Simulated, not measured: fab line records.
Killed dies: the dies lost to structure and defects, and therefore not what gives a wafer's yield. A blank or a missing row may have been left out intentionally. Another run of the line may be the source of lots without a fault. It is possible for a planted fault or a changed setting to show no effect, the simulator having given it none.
fab line records + flow n5-finfet + part 2 of 2: steps 13 to 22 of 22
record:
- lots: 5
- wafers: 15
- last-day: 18
route steps=1938 shown GATE_CUT@492
lots that met no fault: from a run of the same line without faults
start-h: the number of hours between the record's first day and the start of the first shown wafer of the lot + wait-h: hours elapsed since this lot's preceding step + " the same as in the row above + L1.1+2: one row covering several wafers at once + - no value present, or no start provided + * or withheld: withheld + < > ~ a bound
route shown NAME@n: names a module that has steps shown in the file, with the first one's number in the route + usual: mean/standard deviation taken from wafers without a fault + same: alike in all rows + chamber/n: place in a boat + sites: each site's reading + _std_site: standard deviation of those values + _edge_site: inner sites' mean taken away from outer sites' mean + radius-mm: for every site, how far away it sits from the centre of the wafer + mask NAME#n: copy n + behind: tool/chamber where the wafer was last shaped + hold: what put the lot on hold/how long, in hours/how the hold closed + device: transistor that didn't switch, given as n, p or np + end of line: the route-end tests of the same wafers + a step given without rows: its recipe and nothing more + killed: count of dies lost to structure and defects at first sort (not the wafer's yield) + map: dies across one wafer; x = killed, . = not, _ = none there
set.NAME: the setting as run; set.NAME@STEP: as run at that earlier step + model.NAME: the simulator's own value behind a step, which no gauge read
certain route steps with their lots: each step a table, each wafer a row
services: the hour from which a tool's chamber was out of use, counted from the record's first day as start-h (under 0 if before that day), plus the number of hours and why
== steps ==
step: N5_GATE_CUT_VAPOR_ETCH_48
recipe:
- chemistry: BCl3/Cl2
- target: TiN
- mode: isotropic
usual:
- drypump-motor-current-A: 5.6/0.41
- oes-product-au: 0.82/0.092
| lot.wafer | tool         | chamber | start-h | wait-h | drypump-motor-current-A | oes-product-au |
|-----------|--------------|---------|---------|--------|-------------------------|----------------|
| L074.3    | rie-metal-01 | 0       | 85.42   | 0.0    | 5.3                     | 0.96           |
| L074.4    | "            | 1       | "       | "      | 6.1                     | 0.80           |
| L074.5    | "            | 0       | "       | "      | 5.3                     | 0.96           |
| L084.1    | rie-metal-01 | 1       | 141.78  | 0.0    | 6.1                     | 0.79           |
| L084.4    | "            | 0       | "       | "      | 5.3                     | 0.91           |
| L084.5    | "            | 0       | "       | "      | 5.3                     | 0.91           |
| L092.1    | rie-metal-03 | 1       | 191.44  | 0.0    | 5.9                     | 0.77           |
| L092.4    | "            | 1       | "       | "      | 5.9                     | 0.78           |
| L092.6    | "            | 1       | "       | "      | 5.9                     | 0.78           |
| L094.1    | rie-metal-01 | 1       | 209.90  | 0.0    | 6.1                     | 0.77           |
| L094.4    | "            | 1       | "       | "      | 6.1                     | 0.77           |
| L094.6    | "            | 1       | "       | "      | 6.1                     | 0.77           |
| L096.1    | rie-metal-02 | 1       | 228.42  | 0.0    | 6.0                     | 0.86           |
| L096.2    | "            | 0       | "       | "      | 5.0                     | 0.65           |
| L096.6    | "            | 0       | "       | "      | 5.0                     | 0.64           |
step: N5_GATE_CUT_VAPOR_ETCH_49
recipe:
- chemistry: BCl3/Cl2
- target: TiAlC
- mode: isotropic
usual:
- drypump-motor-current-A: 5.6/0.41
- oes-product-au: 0.82/0.092
| lot.wafer | tool         | chamber | start-h | wait-h | drypump-motor-current-A | oes-product-au |
|-----------|--------------|---------|---------|--------|-------------------------|----------------|
| L074.3    | rie-metal-01 | 0       | 85.45   | 0.0    | 5.3                     | 0.96           |
| L074.4    | "            | 1       | "       | "      | 6.1                     | 0.81           |
| L074.5    | "            | 0       | "       | "      | 5.3                     | 0.96           |
| L084.1    | rie-metal-01 | 1       | 141.81  | 0.0    | 6.1                     | 0.78           |
| L084.4    | "            | 0       | "       | "      | 5.3                     | 0.91           |
| L084.5    | "            | 0       | "       | "      | 5.3                     | 0.91           |
| L092.1    | rie-metal-03 | 1       | 191.47  | 0.0    | 5.9                     | 0.77           |
| L092.4    | "            | 1       | "       | "      | 5.9                     | 0.78           |
| L092.6    | "            | 1       | "       | "      | 5.9                     | 0.77           |
| L094.1    | rie-metal-01 | 1       | 209.93  | 0.0    | 6.1                     | 0.77           |
| L094.4    | "            | 1       | "       | "      | 6.1                     | 0.77           |
| L094.6    | "            | 1       | "       | "      | 6.1                     | 0.77           |
| L096.1    | rie-metal-02 | 1       | 228.45  | 0.0    | 6.0                     | 0.86           |
| L096.2    | "            | 0       | "       | "      | 5.0                     | 0.65           |
| L096.6    | "            | 0       | "       | "      | 5.0                     | 0.65           |
step: N5_GATE_CUT_VAPOR_ETCH_51
recipe:
- chemistry: BCl3/Cl2
- target: HfO2
- mode: isotropic
usual:
- drypump-motor-current-A: 5.6/0.41
- oes-product-au: 0.82/0.092
| lot.wafer | tool         | chamber | start-h | wait-h | drypump-motor-current-A | oes-product-au |
|-----------|--------------|---------|---------|--------|-------------------------|----------------|
| L074.3    | rie-metal-01 | 0       | 85.48   | 0.0    | 5.3                     | 0.96           |
| L074.4    | "            | 1       | "       | "      | 6.1                     | 0.80           |
| L074.5    | "            | 0       | "       | "      | 5.3                     | 0.96           |
| L084.1    | rie-metal-01 | 1       | 141.84  | 0.0    | 6.1                     | 0.79           |
| L084.4    | "            | 0       | "       | "      | 5.3                     | 0.90           |
| L084.5    | "            | 0       | "       | "      | 5.3                     | 0.91           |
| L092.1    | rie-metal-03 | 1       | 191.50  | 0.0    | 5.9                     | 0.77           |
| L092.4    | "            | 1       | "       | "      | 5.9                     | 0.77           |
| L092.6    | "            | 1       | "       | "      | 5.9                     | 0.77           |
| L094.1    | rie-metal-01 | 1       | 209.96  | 0.0    | 6.1                     | 0.76           |
| L094.4    | "            | 1       | "       | "      | 6.1                     | 0.77           |
| L094.6    | "            | 1       | "       | "      | 6.1                     | 0.77           |
| L096.1    | rie-metal-02 | 1       | 228.48  | 0.0    | 5.9                     | 0.85           |
| L096.2    | "            | 0       | "       | "      | 4.9                     | 0.64           |
| L096.6    | "            | 0       | "       | "      | 5.0                     | 0.64           |
step: N5_GATE_CUT_STRIP_21
recipe:
- chemistry: N2/H2
- time-s: 30
- power-w: 1000
- temp-c: 250
- pressure-mtorr: withheld
- n2-flow-sccm: 1750
- h2-flow-sccm: 3250
usual:
- drypump-motor-current-A: 5.6/0.41
- heater-power-w: 331/34
- n2-flow-sccm: 1750/5.5
| lot.wafer | tool            | chamber | start-h | wait-h | drypump-motor-current-A | heater-power-w | n2-flow-sccm | rf-hours-counter-h |
|-----------|-----------------|---------|---------|--------|-------------------------|----------------|--------------|--------------------|
| L074.3    | plasma-asher-01 | 0       | 85.54   | 0.1    | 5.6                     | 318            | 1757         | -                  |
| L074.4    | "               | 1       | "       | "      | 5.1                     | 387            | 1747         | -                  |
| L074.5    | "               | 0       | "       | "      | 5.6                     | 310            | 1744         | -                  |
| L084.1    | plasma-asher-01 | 0       | 141.90  | 0.0    | 5.6                     | 315            | 1747         | 59                 |
| L084.4    | "               | 1       | "       | "      | 5.1                     | 377            | 1745         | -                  |
| L084.5    | "               | 1       | "       | "      | 5.1                     | 381            | 1736         | -                  |
| L092.1    | plasma-asher-02 | 0       | 191.55  | 0.0    | 5.7                     | 305            | 1760         | 101                |
| L092.4    | "               | 0       | "       | "      | 5.7                     | 304            | 1760         | -                  |
| L092.6    | "               | 0       | "       | "      | 5.7                     | 291            | 1756         | -                  |
| L094.1    | plasma-asher-01 | 1       | 210.01  | 0.0    | 5.1                     | 391            | 1740         | 72                 |
| L094.4    | "               | 0       | "       | "      | 5.6                     | 318            | 1745         | -                  |
| L094.6    | "               | 0       | "       | "      | 5.6                     | 323            | 1754         | -                  |
| L096.1    | plasma-asher-02 | 1       | 228.53  | 0.0    | 6.2                     | 326            | 1747         | 108                |
| L096.2    | "               | 0       | "       | "      | 5.7                     | 302            | 1754         | 108                |
| L096.6    | "               | 0       | "       | "      | 5.7                     | 297            | 1748         | -                  |
step: N5_GATE_CUT_STRIP_29
recipe:
- chemistry: post-etch-residue-remover
- time-s: 60
- temp-c: 25
- remover-ph: withheld
- remover-water-wt-pct: withheld
- remover-fluoride-wt-pct: withheld
| lot.wafer  | tool         | chamber | start-h | wait-h |
|------------|--------------|---------|---------|--------|
| L074.3+4+5 | wet-bench-04 | 2,7,1   | 85.61   | 0.0    |
| L084.1+4+5 | wet-bench-04 | 0,2,4   | 141.98  | 0.1    |
| L092.1+4+6 | wet-bench-04 | 4,3,0   | 191.64  | 0.1    |
| L094.1+4+6 | wet-bench-02 | 6,1,5   | 210.10  | 0.1    |
| L096.1+2+6 | wet-bench-04 | 2,4,0   | 228.62  | 0.1    |
step: N5_GATE_CUT_SRD_52
recipe:
- dry: ipa-marangoni
- time-s: 30
- temp-c: 23
- rinse-liquid: diw
| lot.wafer  | tool         | chamber | start-h | wait-h |
|------------|--------------|---------|---------|--------|
| L074.3+4+5 | wet-bench-04 | 2,7,1   | 85.63   | 0.0    |
| L084.1+4+5 | wet-bench-04 | 0,2,4   | 142.00  | 0.0    |
| L092.1+4+6 | wet-bench-04 | 4,3,0   | 191.66  | 0.0    |
| L094.1+4+6 | wet-bench-02 | 6,1,5   | 210.12  | 0.0    |
| L096.1+2+6 | wet-bench-04 | 2,4,0   | 228.64  | 0.0    |
step: N5_GATE_CUT_ALD_22
recipe:
- material: SiNx
- target-thk-a: 160
- temp-c: 400
- ald-precursor-family: SiH2I2
- ald-co-reactant: N2/H2-plasma
- pulse-time-s: 1
- ald-cycles: 320
- purge-time-s: 2
- co-reactant-purge-time-s: 2
- pressure-torr: 2
usual:
- heater-power-w: 895/83
- precursor-pulse-height-rel: 1.002/0.02
| lot.wafer | tool       | chamber | start-h | wait-h | heater-power-w | precursor-pulse-height-rel |
|-----------|------------|---------|---------|--------|----------------|----------------------------|
| L074.3    | ald-sin-04 | 2       | 85.68   | 0.0    | 1017           | 1.006                      |
| L074.4    | "          | 1       | "       | "      | 851            | 1.007                      |
| L074.5    | "          | 0       | "       | "      | 993            | 1.020                      |
| L084.1    | ald-sin-03 | 2       | 142.05  | 0.0    | 954            | 1.010                      |
| L084.4    | "          | 0       | "       | "      | 772            | 1.016                      |
| L084.5    | "          | 1       | "       | "      | 941            | 0.986                      |
| L092.1    | ald-sin-04 | 0       | 191.79  | 0.1    | 979            | 0.981                      |
| L092.4    | "          | 2       | "       | "      | 1034           | 0.985                      |
| L092.6    | "          | 1       | "       | "      | 840            | 1.007                      |
| L094.1    | ald-sin-04 | 2       | 210.17  | 0.0    | 1037           | 1.015                      |
| L094.4    | "          | 0       | "       | "      | 1004           | 0.972                      |
| L094.6    | "          | 1       | "       | "      | 887            | 1.019                      |
| L096.1    | ald-sin-03 | 0       | 228.69  | 0.0    | 770            | 0.991                      |
| L096.2    | "          | 1       | "       | "      | 902            | 1.021                      |
| L096.6    | "          | 1       | "       | "      | 913            | 1.011                      |
step: N5_GATE_CUT_CMP_23
recipe:
- stop-on: SiO2
- t-overpolish-s: 23.4
- post-cmp-clean: alkaline-brush
- down-force-psi: 2.5
- platen-rpm: 51.8
- pad-velocity-m-s: 1.0307
- target-thk-nm: 16
usual:
- edge-zone-pressure-frac: 1.000/0.0053
- motor-current-A: 9.3/0.79
- overpolish-run-s: 23.400/0.0083
- time-to-endpoint-s: 19.2/1.8
same:
- t-overpolish-s: 23.4
| lot.wafer | tool   | chamber | start-h | wait-h | edge-zone-pressure-frac | motor-current-A | overpolish-run-s | time-to-endpoint-s |
|-----------|--------|---------|---------|--------|-------------------------|-----------------|------------------|--------------------|
| L074.3    | cmp-01 | 2       | 87.17   | 0.8    | 1.002                   | 10.1            | 23.390           | 16.7               |
| L074.4    | "      | 0       | "       | "      | 1.002                   | 9.9             | 23.401           | 21.4               |
| L074.5    | "      | 3       | "       | "      | 0.999                   | 10.3            | 23.407           | 20.5               |
| L084.1    | cmp-04 | 2       | 143.54  | 0.8    | 1.005                   | 8.8             | 23.392           | 18.2               |
| L084.4    | "      | 3       | "       | "      | 0.994                   | 9.8             | 23.392           | 17.6               |
| L084.5    | "      | 3       | "       | "      | 0.997                   | 9.3             | 23.408           | 20.2               |
| L092.1    | cmp-01 | 2       | 193.36  | 0.8    | 1.003                   | 11.1            | 23.384           | 16.5               |
| L092.4    | "      | 3       | "       | "      | 0.992                   | 9.0             | 23.413           | 17.0               |
| L092.6    | "      | 0       | "       | "      | 0.998                   | 9.1             | 23.410           | 19.9               |
| L094.4    | cmp-04 | 2       | 211.66  | 0.8    | 1.002                   | 8.1             | 23.400           | 18.1               |
| L094.1    | "      | 1       | "       | "      | 0.996                   | 9.1             | 23.405           | 19.2               |
| L094.6    | "      | 3       | "       | "      | 0.994                   | 8.9             | 23.403           | 21.8               |
| L096.1    | cmp-02 | 3       | 230.18  | 0.8    | 1.002                   | 7.8             | 23.392           | 20.5               |
| L096.2    | "      | 1       | "       | "      | 1.002                   | 10.0            | 23.392           | 17.5               |
| L096.6    | "      | 3       | "       | "      | 1.007                   | 7.7             | 23.409           | 20.2               |
step: N5_GATE_CUT_THK_MEAS_24
recipe:
- reads: SiO2_of_GATE_CUT_HM_DEP_46+SiO2_flowable_of_ILD0_FCVD_FILL_01
usual:
- GC_FILL_THK: 220.1/1.7
| lot.wafer | tool          | chamber | start-h | wait-h | GC_FILL_THK[nm] |
|-----------|---------------|---------|---------|--------|-----------------|
| L074.3    | film-metro-02 | -       | 87.47   | -      | 216.7           |
| L074.4    | "             | -       | "       | "      | 220.0           |
| L074.5    | "             | -       | "       | "      | 218.1           |
| L084.1    | film-metro-02 | -       | 143.83  | -      | 220.1           |
| L084.4    | "             | -       | "       | "      | 222.9           |
| L084.5    | "             | -       | "       | "      | 221.8           |
| L092.1    | film-metro-02 | -       | 193.58  | -      | 218.7           |
| L092.4    | "             | -       | "       | "      | 221.6           |
| L092.6    | "             | -       | "       | "      | 222.5           |
| L094.1    | film-metro-01 | -       | 211.95  | -      | 221.4           |
| L094.4    | "             | -       | "       | "      | 220.9           |
| L094.6    | "             | -       | "       | "      | 221.7           |
| L096.1    | film-metro-02 | -       | 230.47  | -      | 217.7           |
| L096.2    | "             | -       | "       | "      | 217.4           |
| L096.6    | "             | -       | "       | "      | 220.1           |
step: N5_GATE_CUT_CMP_43
recipe:
- material: SiO2
- post-cmp-clean: rinse-only
usual:
- edge-zone-pressure-frac: 1.001/0.0053
- motor-current-A: 12.3/1.1
| lot.wafer | tool   | chamber | start-h | wait-h | edge-zone-pressure-frac | motor-current-A |
|-----------|--------|---------|---------|--------|-------------------------|-----------------|
| L074.4    | cmp-02 | 3       | 87.58   | 0.1    | 1.001                   | 10.6            |
| L074.3    | "      | 0       | "       | "      | 0.992                   | 12.0            |
| L074.5    | "      | 2       | "       | "      | 0.990                   | 10.9            |
| L084.4    | cmp-01 | 3       | 143.86  | 0.0    | 1.010                   | 12.8            |
| L084.1    | "      | 2       | "       | "      | 1.006                   | 14.4            |
| L084.5    | "      | 3       | "       | "      | 1.003                   | 12.8            |
| L092.1    | cmp-04 | 3       | 193.77  | 0.2    | 0.993                   | 12.0            |
| L092.4    | "      | 0       | "       | "      | 1.000                   | 11.7            |
| L092.6    | "      | 1       | "       | "      | 1.003                   | 12.2            |
| L094.4    | cmp-01 | 2       | 211.98  | 0.0    | 0.995                   | 13.7            |
| L094.1    | "      | 3       | "       | "      | 1.005                   | 12.4            |
| L094.6    | "      | 2       | "       | "      | 0.993                   | 13.8            |
| L096.2    | cmp-02 | 1       | 230.66  | 0.2    | 0.997                   | 14.6            |
| L096.1    | "      | 2       | "       | "      | 1.003                   | 10.5            |
| L096.6    | "      | 0       | "       | "      | 0.999                   | 11.6            |
== services ==
| tool         | chamber | start-h | hours | kind   |
|--------------|---------|---------|-------|--------|
| cmp-04       | -       | 64.51   | 0.4   | repair |
| rie-metal-03 | -       | 69.95   | 1.4   | repair |
| rie-metal-02 | 0       | 75.97   | 10.4  | repair |
| cmp-04       | -       | 82.26   | 5.0   | pm     |
| rie-metal-03 | -       | 85.25   | 2.8   | pm     |
| rie-diel-04  | 1       | 89.19   | 5.1   | repair |
| rie-metal-02 | -       | 91.63   | 0.3   | repair |
| rie-diel-01  | 0       | 102.36  | 22.0  | repair |
| cmp-01       | -       | 103.32  | 4.2   | pm     |
| wet-bench-04 | -       | 103.89  | 2.0   | repair |
| rie-diel-04  | 1       | 105.96  | 14.5  | repair |
| rie-diel-04  | 3       | 120.72  | 9.8   | repair |
| cmp-02       | -       | 134.51  | 5.8   | pm     |
| cmp-01       | -       | 138.85  | 1.5   | repair |
| cmp-02       | -       | 141.38  | 4.0   | pm     |
| rie-diel-03  | 2       | 147.89  | 8.5   | repair |
| rie-diel-04  | -       | 150.63  | 0.2   | repair |
| cmp-01       | -       | 159.35  | 8.3   | repair |
| rie-diel-01  | 2       | 163.08  | 6.8   | repair |
| rie-metal-01 | 0       | 173.63  | 9.6   | repair |
| rie-diel-04  | 0       | 179.56  | 5.8   | repair |
| rie-diel-04  | 3       | 185.77  | 45.5  | repair |
| cmp-01       | -       | 189.30  | 1.0   | repair |
| rie-metal-02 | 0       | 229.56  | 9.1   | repair |
